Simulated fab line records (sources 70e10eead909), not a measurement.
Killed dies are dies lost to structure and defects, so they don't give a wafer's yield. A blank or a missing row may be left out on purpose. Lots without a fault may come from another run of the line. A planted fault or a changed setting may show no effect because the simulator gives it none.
A single fault, viewed from 2 desks ; flow nand_harc ; each desk holds nothing but its own numbers, with what lay behind them at the end

## THE DEFECT DESK
Counts from the inspections along the route, per lot, as means over the sampled wafers that have a number. Any lot whose mean is over 4 standard deviations away from the usual mean is out of limits and marked OUT; that distance is given in the brackets.
Columns: A = raw_defect_count at NHARC_A_START_INSPECT_01, usual 3.6; B = raw_defect_count at NHARC_A_ZERO_WELL_INSPECT_17, usual 11
lot;first seen here;A;B
L937;day 6 21:46;4.3;19
L939;day 7 14:26;4.7;12
L940;day 8 00:00;3.0;4
L941;day 8 07:07;2.3;18
L942;day 8 17:33;7.0;11
L938;day 9 04:59;3.0;8
L943;day 9 08:27;2.3;12
L947;day 10 21:38;2.0;11
L949;day 11 20:48;4.3;10
L950;day 12 16:09;4.7;11
L951;day 12 16:29;1.7;7
L957;day 15 02:21;4.0;12
L958;day 15 12:59;3.3;12
L959;day 15 19:19;4.7;17
This desk found nothing out of limits on any of the 14 lots.

## FROM THE METROLOGY DESK
Lot by lot, what the gauges showed, no matter which tool ran the lot: averages of those sampled wafers that carry a number. Any lot whose mean is over 4 standard deviations away from the usual mean is out of limits and marked OUT; that distance is given in the brackets.
Columns: A = thk_nm at NHARC_A_ONON_D1_THK_MEAS_05, usual 1000 nm
lot;first seen here;A
L937;day 7 23:13;1002
L939;day 8 15:25;1001
L940;day 8 23:12;996
L941;day 9 06:26;1022
L942;day 9 20:25;985
L938;day 10 06:15;1009
L943;day 10 10:35;990
L947;day 11 19:25;993
L949;day 12 20:09;1557 (+57) OUT
L950;day 13 18:31;995
L951;day 13 18:31;1563 (+58) OUT
L957;day 16 03:21;1006
L958;day 16 12:53;998
L959;day 16 18:37;987
This desk finds L949, L951 out of limits, L949 being first, at day 12 20:09 (thk_nm at NHARC_A_ONON_D1_THK_MEAS_05). L937, L939, L940, L941, L942, L938, L943, L947, L950, L957, L958, L959: within limits.

## ALL TOGETHER
Metrology desk: alarm possible at day 12 20:09 on L949, L951.
Nothing the defect desk looked at was out of limits.
The defect desk has L949, L951 on record, within its limits.
Every lot named ran NHARC_A_ONON_D1_DEP_03 on pecvd_onon-02.

## WHAT WAS PUT IN BY THE SIMULATOR
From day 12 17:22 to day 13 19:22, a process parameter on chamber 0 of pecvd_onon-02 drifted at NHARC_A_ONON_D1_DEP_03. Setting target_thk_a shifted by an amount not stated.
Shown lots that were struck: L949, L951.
Delay in hours, fault start to first out-of-limits reading, per desk: metrology desk 3.
